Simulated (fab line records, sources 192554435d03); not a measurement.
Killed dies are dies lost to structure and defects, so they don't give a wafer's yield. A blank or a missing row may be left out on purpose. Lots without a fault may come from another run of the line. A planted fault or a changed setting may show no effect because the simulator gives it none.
Chamber matching | flow n5_finfet | N5_BEOL_M6_ETCH_62 on rie_diel-02: 4 sister chambers
The step etches SOC in N2/H2, target depth 110 nm, overetch 22 nm, time 165 s. 8 wafers are shown with their chamber, then 9 later ones without.

WAFERS WITH THEIR CHAMBER
wafer  | chamber | showerhead_plenum_p_Torr (Torr) | rf_vpp_V (V)
L084.5 | 0       | 2.40                            | 520.6
L085.1 | 3       | 2.42                            | 520.4
L085.2 | 0       | 2.40                            | 519.0
L095.5 | 3       | 2.41                            | 520.5
L095.6 | 2       | 2.65                            | 525.7
L097.3 | 1       | 2.61                            | 525.8
L097.4 | 1       | 2.61                            | 526.7
L097.5 | 2       | 2.65                            | 526.5

WAFERS WITHOUT THEIR CHAMBER
wafer  | showerhead_plenum_p_Torr (Torr) | rf_vpp_V (V)
L091.1 | 2.72                            | 529.2
L091.2 | 2.41                            | 520.5
L091.3 | 2.61                            | 525.4
L094.1 | 2.65                            | 527.3
L094.5 | 2.41                            | 518.8
L094.6 | 2.72                            | 527.7
L089.1 | 2.61                            | 526.2
L089.2 | 2.72                            | 528.8
L089.3 | 2.41                            | 521.6

WHICH CHAMBER EACH WENT THROUGH
wafer  | from the rows above     | in truth
L091.1 | 2                       | 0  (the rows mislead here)
L091.2 | can't be placed: 3 or 0 | 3
L091.3 | 1                       | 1
L094.1 | 2                       | 2
L094.5 | can't be placed: 3 or 0 | 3
L094.6 | 2                       | 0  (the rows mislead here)
L089.1 | 1                       | 1
L089.2 | 2                       | 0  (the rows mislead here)
L089.3 | can't be placed: 3 or 0 | 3
Placed correctly: 3 of 9. Can't be placed from these rows: 3 (the true chamber is among the candidates in 3). Placed wrongly: 3.
How it was worked out, from the rows above alone: a wafer's distance from a chamber is the root of the sum, over the readings, of the square of ((its reading less the chamber's mean) divided by the reading's scatter). The wafer belongs to the nearest chamber; if the next one is less than 2 further off, it can't be placed. A chamber's mean is the mean of its shown wafers. The scatter: the root of (the sum of the squares of (reading less its chamber's mean) over the shown wafers, divided by (wafers less chambers)).
